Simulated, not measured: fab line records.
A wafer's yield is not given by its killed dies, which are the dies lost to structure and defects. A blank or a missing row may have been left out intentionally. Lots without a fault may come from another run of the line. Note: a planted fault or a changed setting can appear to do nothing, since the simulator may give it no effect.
8D (eight disciplines) problem report, filled in by code -- flow n5Finfet -- the parts of the form that need people (team, actions taken, sign-off) are left out

1. WHAT WENT WRONG
killedAtContacts at N5_PASSIVATION_PROBE_49 reads a mean of 92 on 1 wafer of 1 lot; wafers without a fault read 12 with a standard deviation of 6.2. That puts it +13 standard deviations away from the usual mean.
First seen on wafer L342.4, day 16 03:07, on prober-02. The record holds 9 wafers of 3 lots with a number at this step. Rule for "out", or "out of limits": more than 4 standard deviations from the usual mean. The rest of the wafers with a number are treated as sound.

2. WHAT IT IS, WHAT IT ISN'T
question,is,is not
which readings at this step,"killedAtContacts, killedDies, killedOnRim","killed_at_M0_to_M3, killed_at_M4_up, killedAtFrontEnd, killedAtOther, killedOpen, killedShort"
which lots,L342,"L331, L335"
which wafers of those lots,L342.4,"L342.1, L342.5"
read on which tools,prober-02,prober-01
when,from day 16 03:07,up to then (7 sound wafers); but 1 sound wafer of L342 came after

3. SUSPECTS, AND WHAT RULES EACH OUT
Counting: if a tool at a process step up to the reading ran every lot that is out, it stays a suspect. Sound lots after the first of them don't rule it out here, since some wafers of a struck lot are sound.
- rieDiel-04 at N5_MOL_CONTACT_COAG_ETCHBACK_135 (etches SiO2 in CHF3, target depth 25 nm, time 16.7 s): kept. It ran the lot that is out, L342 (day 8 19:23); its last sound lot up to then is L335 (day 6 21:30).
- rieDiel-04 at N5_MOL_CONTACT_COAG_STRIP_96 (strips in N2/H2): kept. It ran the lot that is out, L342 (day 8 19:29); its last sound lot up to then is L335 (day 6 21:36).
- rieDiel-04 at N5_MOL_CONTACT_COAG_ETCH_67 (etches SOC in N2/H2, target depth 60 nm, overetch 21 nm, time 101.2 s): kept. It ran the lot that is out, L342 (day 8 21:15).
- prober-02 at N5_PASSIVATION_PROBE_49: kept. It ran the lot that is out, L342 (day 16 02:58); its last sound lot up to then is L331 (day 12 13:59). Its own killedAtContacts, killedDies, killedOnRim readings are out on those wafers.
- At N5_MOL_CONTACT_COAG_ETCHBACK_135, inside rieDiel-04: chamber 2 took the wafers that are out, while their sound lot-mates went through chambers 0, 3.
- At N5_MOL_CONTACT_COAG_STRIP_96, inside rieDiel-04: chamber 2 took the wafers that are out, while their sound lot-mates went through chambers 0, 3.
- At N5_MOL_CONTACT_COAG_ETCH_67, inside rieDiel-04: chamber 3 took the wafers that are out, while their sound lot-mates went through chambers 1, 2.
Left after counting: rieDiel-04 at N5_MOL_CONTACT_COAG_ETCHBACK_135, rieDiel-04 at N5_MOL_CONTACT_COAG_STRIP_96, rieDiel-04 at N5_MOL_CONTACT_COAG_ETCH_67, prober-02 at N5_PASSIVATION_PROBE_49.

4. THE CAUSE (what the simulator had put in)
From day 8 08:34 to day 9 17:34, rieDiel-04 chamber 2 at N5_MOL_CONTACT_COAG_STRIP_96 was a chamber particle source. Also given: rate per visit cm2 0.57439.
After counting, 4 suspects remain, this tool included.

5. THE CHAIN OF EFFECTS, in route order
One row per reading whose mean, taken over the struck wafers that have a number, lies over 3 standard deviations from the usual. Readings are gone through only where the record gives a usual standard deviation; hours: the median, over the lots, of the time from a lot's start at the first step in this table giving one to that lot's start at this step; sigmas: the change measured in usual standard deviations.
hours,step,reading,usual,on struck wafers,change,sigmas
0,N5_MOL_CONTACT_COAG_INSPECT_42,rawDefectCount,226,497,+271,+3.9
175,N5_PASSIVATION_PROBE_49,killedAtContacts,12,92,+80,+13
175,N5_PASSIVATION_PROBE_49,killedDies,103,177,+74,+4.4
175,N5_PASSIVATION_PROBE_49,killedOnRim,13,37,+24,+6.0
Its process steps:
- N5_PASSIVATION_PROBE_49

6. WHAT WOULD HAVE CAUGHT IT SOONER
In this record the first reading out of limits was taken at day 16 03:07, 187 hours after the fault began at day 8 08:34.
Tool readings at N5_MOL_CONTACT_COAG_STRIP_96 with a usual standard deviation given in the record: none out on any struck wafer, hence no alarm at a limit of 4 standard deviations on them.
By day 16 03:07 the whole set of lots that are out, 1 in number, had already begun N5_MOL_CONTACT_COAG_STRIP_96 on rieDiel-04. None of them would have been spared by holding the tool at that moment.
